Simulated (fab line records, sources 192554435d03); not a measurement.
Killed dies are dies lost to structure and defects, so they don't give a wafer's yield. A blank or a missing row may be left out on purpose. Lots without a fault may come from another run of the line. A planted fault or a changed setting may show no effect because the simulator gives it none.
Split-lot experiment | flow n5_finfet | 7 lots, 21 wafers read, on a route of 1938 steps

THE SPLIT
At N5_BEOL_M4_EXPOSE_08 (exposes mask M4), the setting dose_mj was moved away from the recipe's 41.25 on 8 of the 21 wafers read, by -6.2% to +5.7%. The other wafers ran this setting at the recipe's value.

FROM THE SPLIT TO THE READING: what the file shows between them, 10 steps
- N5_BEOL_M4_PEB_09: peb time 60 s
- N5_BEOL_M4_DEVELOP_10: develop time 30 s
- N5_BEOL_M4_CD_MEAS_11: target cd 16.79 nm
- N5_BEOL_M4_DESCUM_16: chemistry O2, time 7 s
- N5_BEOL_M4_ETCH_74: etches underlayer in N2/H2, target depth 6.5 nm, time 5.2 s
- N5_BEOL_M4_ETCH_63: etches SiARC in CF4, target depth 15.6 nm, time 26 s
- N5_BEOL_M4_ETCH_64: etches SOC in N2/H2, target depth 75 nm, overetch 22.5 nm, time 121.9 s
- N5_BEOL_M4_STRIP_65: strips in N2/H2
- N5_BEOL_M4_HM_OPEN_17: chemistry Cl2/BCl3, target TiN, target depth 20 nm, overetch 6 nm
- N5_BEOL_M4_STRIP_19: strips in O2

THE READING
cd_nm, in nm, at N5_BEOL_M4_CD_MEAS_18 (pitch 36 nm, target cd 18 nm). Fault-free wafers of this fab line usually give 18.0 nm, standard deviation 0.35 nm.

wafer  | tool, chamber at the split | dose_mj as run | against the recipe | cd_nm, nm | against lot-mates on the recipe
L076.1 | euv_scanner-01, 0          | 41.25          | recipe             | 18.6      | -
L076.3 | euv_scanner-01, 0          | 43.59          | +5.7%              | 19.6      | +1.0
L076.6 | euv_scanner-01, 0          | 43.59          | +5.7%              | 19.2      | +0.6
L082.2 | euv_scanner-02, 0          | 41.25          | recipe             | 17.5      | -
L082.4 | euv_scanner-02, 0          | 41.25          | recipe             | 17.6      | -
L082.5 | euv_scanner-02, 0          | 39.21          | -4.9%              | 16.6      | -0.9
L088.1 | euv_scanner-02, 0          | 41.25          | recipe             | 18.2      | -
L088.3 | euv_scanner-02, 0          | 41.25          | recipe             | 17.1      | -
L088.4 | euv_scanner-02, 0          | 41.25          | recipe             | 17.9      | -
L090.1 | euv_scanner-01, 0          | 41.25          | recipe             | 17.9      | -
L090.2 | euv_scanner-01, 0          | 41.25          | recipe             | 17.4      | -
L090.3 | euv_scanner-01, 0          | 43.21          | +4.8%              | 19.3      | +1.7
L091.3 | euv_scanner-02, 0          | 41.25          | recipe             | 19.0      | -
L091.4 | euv_scanner-02, 0          | 43.46          | +5.4%              | 19.5      | +0.5
L091.6 | euv_scanner-02, 0          | 43.46          | +5.4%              | 19.8      | +0.8
L092.1 | euv_scanner-02, 0          | 41.25          | recipe             | 17.5      | -
L092.3 | euv_scanner-02, 0          | 41.25          | recipe             | 18.3      | -
L092.4 | euv_scanner-02, 0          | 39.29          | -4.8%              | 17.0      | -0.9
L096.2 | euv_scanner-01, 0          | 41.25          | recipe             | 18.3      | -
L096.3 | euv_scanner-01, 0          | 38.71          | -6.2%              | 16.4      | -1.8
L096.5 | euv_scanner-01, 0          | 41.25          | recipe             | 18.1      | -

THE FIT
A straight line over all 21 wafers: cd_nm changes by +0.268 nm for each +1% of dose_mj; r = +0.90; the points scatter about the line by 0.45 nm.
The same after taking each lot's own level away (the mean of its wafers on the recipe; 21 wafers): +0.194 nm for each +1%; r = +0.88; scatter 0.37 nm.
On that fit, the largest move of dose_mj shifts the reading by 1.2 nm.
The lots' own levels span 17.55 to 19.00 nm, that is 4.1 times the standard deviation above.
So the lot-to-lot level changes the slope: the two fits differ.
Check: with one of the wafers moved furthest among these (-6.2%) left out of the fit, the line predicts -1.08 nm for it against its lot-mates. It came out at -1.8 nm against them.

OTHER SPLITS ON THESE WAFERS
These wafers also went through other splits before the reading. Each is held against what the fit with the lots' levels taken away leaves over:
other split on the same wafers    | wafers away from the commonest value | r with cd_nm (lot level and that fit taken away)
N5_BEOL_M1_DESCUM_33 time_s       | 6                                    | +0.11
N5_BEOL_M1_TRENCH_ETCH_37 time_s  | 10                                   | +0.24
N5_BEOL_M2_ETCH_70 bias_w         | 5                                    | +0.12
N5_BEOL_M3_VIA_ETCH_34 bias_w     | 9                                    | -0.13
N5_BEOL_M3_ETCH_41 target_depth_a | 8                                    | +0.13
N5_BEOL_M4_COAT_05 spin_rpm       | 6                                    | -0.39

THE WHOLE CHAIN: every reading that the file lists as answering this split, in the file's order
step                  | what it does                                                | reading                                                               | change (the file's fit)               | r (the file's)
N5_BEOL_M4_CD_MEAS_11 | target cd 16.79 nm                                          | cd_nm                                                                 | +0.21 nm for each +1% of the setting  | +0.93
N5_BEOL_M4_ETCH_74    | etches underlayer in N2/H2, target depth 6.5 nm, time 5.2 s | BEOL_M4.cd_offset_nm (the simulator's own value, which no gauge read) | +0.214 nm for each +1% of the setting | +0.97
N5_BEOL_M4_ETCH_63    | etches SiARC in CF4, target depth 15.6 nm, time 26 s        | BEOL_M4.cd_offset_nm (the simulator's own value, which no gauge read) | +0.202 nm for each +1% of the setting | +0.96
N5_BEOL_M4_CD_MEAS_18 | pitch 36 nm, target cd 18 nm                                | cd_nm                                                                 | +0.214 nm for each +1% of the setting | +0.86

THE FILE'S OWN FIT
cd_nm changes by +0.214 nm for each +1% of dose_mj, r = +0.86.
